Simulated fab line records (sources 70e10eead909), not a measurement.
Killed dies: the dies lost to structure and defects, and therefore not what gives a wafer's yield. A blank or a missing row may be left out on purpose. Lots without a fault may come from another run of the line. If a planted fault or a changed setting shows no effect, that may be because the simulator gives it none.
Comparing a struck lot with a sound one    flow nand_harc    39 out of 1302 route steps
Sound: wafers L909.1, L909.2, L909.6. Struck: wafers L913.1, L913.2, L913.3. At the end, the cause is stated.
For every step that has rows: the tool of each side, followed by ch and its chambers, followed by its first start. Under that, the readings that differ: sound wafers    struck wafers    difference of the means    sigmas: that difference in standard deviations of wafers without a fault.
alike: words and numbers the same on both sides, and readings whose means are apart by under 2 such deviations; not compared: readings that were withheld, readings missing a value for some wafer, numbers with overlapping values and no deviation given by the record, and bounds like >300 which may hide the same value.
A row with sigmas, a row that says differs or no value, or rows on one side alone: a step with any of these is where the two part. When numbers do not overlap yet have no deviation, they are printed without sigmas and do not part them. A reading missing from all wafers of one side parts the sides only when that side holds two or more wafers.

NHARC_A_CHANNEL_FILL_D2_ALD_15: deposits SiNx, target thk 2 nm, pulse time 60 s, ald cycles 19.
  sound on ald_sin_batch-02 ch 0; struck on ald_sin_batch-01 ch 0
  alike: precursor_pulse_height_rel
then, 3 steps without rows for these wafers: NHARC_A_CHANNEL_FILL_D2_ALD_16 (deposits SiO2, target thk 1.5 nm, pulse time 10 s, ald cycles 15); NHARC_A_CHANNEL_FILL_D2_ANNEAL_17 (time 1800 s); NHARC_A_CHANNEL_FILL_D2_CVD_18 (deposits poly-Si, target thk 3 nm).
NHARC_A_CHANNEL_FILL_D2_ETCHBACK_19: etches the open film in HBr/Cl2, target depth 5 nm, time 1.7 s.
  sound on rie_si-01 ch 1,3, day 17 10:05; struck on rie_si-03 ch 1,2,3, day 19 10:49
  alike: drypump_motor_current_A, oes_product_au, throttle_valve_pct
  not compared: rf_hours_counter_h
then, 6 steps without rows for these wafers: NHARC_A_CHANNEL_FILL_D2_ETCHBACK_20 (etches the open film in C4F8/O2/Ar, target depth 27 nm, time 13.5 s); NHARC_A_CHANNEL_FILL_D2_STRIP_28 (strips in O2, time 20 s); NHARC_A_CHANNEL_FILL_D2_PRECLEAN_21 (cleans in dHF, time 30 s); NHARC_A_CHANNEL_FILL_D2_SRD_23; NHARC_A_CHANNEL_FILL_D2_CVD_05 (deposits poly-Si, target thk 5 nm); NHARC_A_CHANNEL_FILL_D2_ANNEAL_22 (time 7200 s).
NHARC_A_CHANNEL_FILL_D2_THK_MEAS_06: measures by ellipsometry.
  sound on film_metro-01 at day 18 00:02; struck on film_metro-02 at day 19 22:50
  alike: thk_nm
NHARC_A_CHANNEL_FILL_D2_ALD_25: deposits SiOx, target thk 60 nm, pulse time 10 s, ald cycles 600.
  sound on ald_hk-01 ch 0,1,2, day 18 01:20; struck on ald_hk-01 ch 0,2,3, day 19 22:54
  alike: heater_power_w, precursor_pulse_height_rel
NHARC_A_CHANNEL_FILL_D2_ETCHBACK_08: etches the open film in C4F8, target depth 220 nm, time 110 s.
  sound on rie_diel-01 ch 0,1,2; struck on rie_diel-06 ch 1,2,3
  alike: oes_product_au, rf_vpp_V
  not compared: rf_hours_counter_h
then, 6 steps without rows for these wafers: NHARC_A_CHANNEL_FILL_D2_STRIP_29 (strips in O2, time 20 s); NHARC_A_CHANNEL_FILL_D2_PRECLEAN_30 (cleans in dHF, time 30 s); NHARC_A_CHANNEL_FILL_D2_SRD_31; NHARC_A_CHANNEL_FILL_D2_CVD_09 (deposits poly-Si, target thk 150 nm, time 3000 s); NHARC_A_CHANNEL_FILL_D2_CMP_10 (polishes, target thk 150 nm); NHARC_A_CHANNEL_FILL_D2_SRD_12.
NHARC_A_CHANNEL_FILL_D2_RTA_24: time 5 s.
  sound on rtp_anneal-02 ch 0, day 18 11:53; struck on rtp_anneal-01 ch 0, day 20 10:36
reading             sound           struck          difference  sigmas
lamp_power_pct (%)  27.0 27.0 27.0  28.2 28.2 28.2  +1.2        +2
  alike: lamp_zone_5_pct, lamp_zone_7_pct, wafer_temp_C_max
then, 10 steps without rows for these wafers: NHARC_A_STAIRCASE_DEP_156 (deposits SiNx, target thk 50 nm); NHARC_A_STAIRCASE_DEHYDRATE_158 (time 120 s); NHARC_A_STAIRCASE_HMDS_159 (time 30 s); NHARC_A_STAIRCASE_COAT_160; NHARC_A_STAIRCASE_SOFTBAKE_161 (time 170 s); NHARC_A_STAIRCASE_EBR_162; NHARC_A_STAIRCASE_EXPOSE_163 (exposes mask STAIR OPEN); NHARC_A_STAIRCASE_PEB_164 (peb time 130 s); NHARC_A_STAIRCASE_DEVELOP_165 (time 140 s); NHARC_A_STAIRCASE_HARDBAKE_167 (time 140 s).
NHARC_A_STAIRCASE_DESCUM_168: chemistry O2, time 3 s.
  sound on rie_diel-12 ch 0,1,3, day 18 13:34; struck on rie_diel-12 ch 0,1,3, day 20 11:51
  alike: drypump_motor_current_A, oes_product_au, rf_vpp_V, showerhead_plenum_p_Torr, throttle_valve_pct
  not compared: rf_hours_counter_h
then, 6 steps without rows for these wafers: NHARC_A_STAIRCASE_ETCH_169 (etches the open film in CH3F/O2, target depth 50 nm, time 107.1 s); NHARC_A_STAIRCASE_ETCH_170 (etches the open film in C4F6/O2, target depth 200 nm, time 66.667 s); NHARC_A_STAIRCASE_STRIP_171 (strips in O2); NHARC_A_STAIRCASE_STRIP_172 (strips in SPM, time 900 s); NHARC_A_STAIRCASE_PRECLEAN_173 (cleans in SC1); NHARC_A_STAIRCASE_SRD_174.
-- the record jumps here: 9 days lie between the struck wafers' starts before and after (it left off in module A_STAIRCASE and takes up again in module END, whose first step shown is number 1302 of the route) --
NHARC_END_SORT_01:
  only the struck wafers appear in the record here, on prober-02 ch 0 at day 29 03:20; the sound ones have no rows

== WHERE THEY PART ==
Earliest at NHARC_A_CHANNEL_FILL_D2_RTA_24; latest, in this record, at NHARC_END_SORT_01.

WHY: whatever the simulator had introduced
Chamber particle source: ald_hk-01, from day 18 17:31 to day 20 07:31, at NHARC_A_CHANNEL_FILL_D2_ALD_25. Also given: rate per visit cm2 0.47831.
